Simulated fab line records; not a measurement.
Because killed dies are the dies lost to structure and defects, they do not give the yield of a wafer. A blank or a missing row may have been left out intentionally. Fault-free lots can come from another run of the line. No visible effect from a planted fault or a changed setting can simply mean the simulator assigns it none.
Which of the tools did it? ; flow nandHarc ; 36 wafers from 12 lots sampled at 4 of the route's 1302 steps

WHAT THE GAUGES SHOWED, per wafer
NHARC_A_SGD_CUT_CD_MEAS_09: the cd target is 100 nm. Usual: cdNm reads 100.1 nm (standard deviation 0.8).
lot;measured;on;cdNm (nm);flag
L828;day 19 23:01;cdSem-02;101.4 100.2 100.3;
L829;day 19 23:27;cdSem-02;99.2 99.9 99.9;
L832;day 20 21:31;cdSem-03;100.0 99.7 100.3;
L831;day 20 21:08;cdSem-02;99.0 98.7 99.5;
L834;day 21 12:46;cdSem-01;100.2 100.1 100.6;
L837;day 23 19:48;cdSem-02;119.7 120.8 119.0;OFF
L839;day 24 02:55;cdSem-03;100.1 101.5 100.5;
L838;day 24 02:37;cdSem-01;115.9 115.7 116.6;OFF
L842;day 25 11:54;cdSem-02;100.5 99.3 99.0;
L845;day 27 07:07;cdSem-01;102.1 100.3 100.3;
L846;day 27 13:31;cdSem-02;98.8 99.2 99.6;
L850;day 28 13:02;cdSem-03;99.5 99.5 99.9;

EACH LOT AND THE TOOL THAT RAN IT (in order: tool; ch and the chambers of the sampled wafers; start)
lot;NHARC_A_STAIRCASE_ETCH_444;NHARC_A_STAIRCASE_ETCHBACK_422;NHARC_A_SGD_CUT_EXPOSE_06
L828;rieDiel-02 ch 0,3, day 19 15:43;rieDiel-03 ch 2,3, day 19 20:59;arfiScanner-03 ch 0, day 19 22:53
L829;rieDiel-06 ch 1,2,3, day 19 16:56;rieDiel-06 ch 1,2,3, day 19 21:18;arfiScanner-02 ch 0, day 19 23:19
L832;rieDiel-03 ch 0,1,2, day 20 13:42;rieDiel-02 ch 1,2,3, day 20 19:27;arfiScanner-03 ch 0, day 20 21:22
L831;rieDiel-06 ch 0,1,3, day 20 13:47;rieDiel-06 ch 0,1,3, day 20 18:59;arfiScanner-01 ch 0, day 20 20:59
L834;rieDiel-02 ch 0,2,3, day 21 05:34;rieDiel-03 ch 1,2, day 21 10:28;arfiScanner-02 ch 0, day 21 12:38
L837;rieDiel-06 ch 0,1, day 23 12:29;rieDiel-03 ch 0,2,3, day 23 17:47;arfiScanner-02 ch 0, day 23 19:40
L839;rieDiel-03 ch 0,2,3, day 23 18:58;rieDiel-03 ch 1,2,3, day 24 00:45;arfiScanner-03 ch 0, day 24 02:46
L838;rieDiel-02 ch 0,2,3, day 23 18:59;rieDiel-02 ch 0,2,3, day 24 00:40;arfiScanner-02 ch 0, day 24 02:29
L842;rieDiel-03 ch 1,2,3, day 25 04:01;rieDiel-03 ch 1,3, day 25 09:44;arfiScanner-03 ch 0, day 25 11:46
L845;rieDiel-06 ch 1,2,3, day 27 00:16;rieDiel-02 ch 0,1, day 27 05:02;arfiScanner-03 ch 0, day 27 06:59
L846;rieDiel-06 ch 2,3, day 27 05:41;rieDiel-06 ch 1,2, day 27 11:25;arfiScanner-01 ch 0, day 27 13:23
L850;rieDiel-06 ch 0,1,2, day 28 05:16;rieDiel-02 ch 0,1, day 28 10:59;arfiScanner-01 ch 0, day 28 12:54
- NHARC_A_STAIRCASE_ETCH_444: etches the open film in C4F8/O2, target depth 20400 nm, time 6800 s.
- NHARC_A_STAIRCASE_ETCHBACK_422: etches the open film in CH3F/O2, target depth 40 nm, time 74.286 s.
- NHARC_A_SGD_CUT_EXPOSE_06: exposes mask SGD.

AS READ BY THE TOOLS THEMSELVES (means over the sampled wafers that have a number; for cases with no such wafer, the mark the record gives instead)
NHARC_A_STAIRCASE_ETCH_444. Usual: oesProductAu 0.933 a.u., standard deviation 0.02; rfVppV 809 V, standard deviation 5.1.
lot;tool;oesProductAu (a.u.);rfVppV (V);flag
L828;rieDiel-02;0.964;802;
L829;rieDiel-06;0.912;806;
L832;rieDiel-03;0.934;813;
L831;rieDiel-06;0.908;810;
L834;rieDiel-02;0.926;806;
L837;rieDiel-06;0.946;811;
L839;rieDiel-03;0.930;808;
L838;rieDiel-02;0.928;805;
L842;rieDiel-03;0.930;809;
L845;rieDiel-06;0.929;804;
L846;rieDiel-06;0.934;805;
L850;rieDiel-06;0.923;805;

NHARC_A_STAIRCASE_ETCHBACK_422. Usual: drypumpMotorCurrentA 5.52 A, standard deviation 0.28; oesProductAu 0.95 a.u., standard deviation 0.038; rfVppV 245.0 V, standard deviation 1.8; showerheadPlenumPTorr 2.50 Torr, standard deviation 0.1; throttleValvePct 20.664 %, standard deviation 0.0084.
lot;tool;drypumpMotorCurrentA (A);oesProductAu (a.u.);rfVppV (V);showerheadPlenumPTorr (Torr);throttleValvePct (%);flag
L828;rieDiel-03;5.59;0.93;244.5;2.45;20.667;
L829;rieDiel-06;5.55;0.98;243.6;2.42;20.659;
L832;rieDiel-02;5.57;0.93;246.4;2.55;20.661;
L831;rieDiel-06;5.41;0.98;244.4;2.51;20.672;
L834;rieDiel-03;5.69;0.99;245.4;2.57;20.667;
L837;rieDiel-03;5.41;0.92;245.5;2.52;20.656;
L839;rieDiel-03;5.63;1.01;245.1;2.51;20.665;
L838;rieDiel-02;5.63;0.93;243.8;2.42;20.662;
L842;rieDiel-03;5.77;1.00;244.6;2.54;20.661;
L845;rieDiel-02;5.65;0.92;247.2;2.64;20.666;
L846;rieDiel-06;5.32;1.00;243.2;2.38;20.657;
L850;rieDiel-02;5.75;0.91;247.4;2.64;20.677;

NHARC_A_SGD_CUT_EXPOSE_06. Usual: exposureDoseMJCm2 reads 85.46 (standard deviation 0.14).
lot;tool;exposureDoseMJCm2;flag
L828;arfiScanner-03;85.47;
L829;arfiScanner-02;85.54;
L832;arfiScanner-03;85.41;
L831;arfiScanner-01;85.57;
L834;arfiScanner-02;85.56;
L837;arfiScanner-02;109.33;OFF
L839;arfiScanner-03;85.51;
L838;arfiScanner-02;104.44;OFF
L842;arfiScanner-03;85.46;
L845;arfiScanner-03;85.41;
L846;arfiScanner-01;85.44;
L850;arfiScanner-01;85.63;

THE ANSWER, worked out from the rows above alone
Rule: a lot counts as off when the mean over its wafers that have a number is more than 3 standard deviations away from the usual mean. A lot without any number at a reading at which 4 lots or more have one is off too. The other lots that the step has rows for count as sound. After the gauges, taken in route order, come the tools' own readings; for these a lot's mean is taken, as printed above. The first step at which some lot is off is used, and at that step the reading that is off furthest; a lot without a number counts as furthest.
Off at NHARC_A_SGD_CUT_CD_MEAS_09 (cdNm): L837, L838.
If a tool, at a process step before that reading, ran all the lots that are off and no sound lot after the first of them, it fits. The gauges at NHARC_A_SGD_CUT_CD_MEAS_09 aren't tried: what is off there is off at NHARC_A_SGD_CUT_EXPOSE_06 too, on other tools, and a gauge's error can't cause that. One fits: arfiScanner-02 at NHARC_A_SGD_CUT_EXPOSE_06. Its last sound lot is L834 (day 21 12:38), its first lot that is off L837 (day 23 19:40): a fault that began between those two fits.
The tool's own readings at NHARC_A_SGD_CUT_EXPOSE_06 bear it out: on the lots that are off they differ by more than 5 times the standard deviation of the sound lots' means. exposureDoseMJCm2 reads 106.88 there against 85.50 on the sound lots.

WHAT THE SIMULATOR HAD INSERTED
Process parameters drifting: arfiScanner-02 at NHARC_A_SGD_CUT_EXPOSE_06, beginning at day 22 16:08. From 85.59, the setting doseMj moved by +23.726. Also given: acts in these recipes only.
Shown lots that were struck: L837, L838. The rule above found the same.
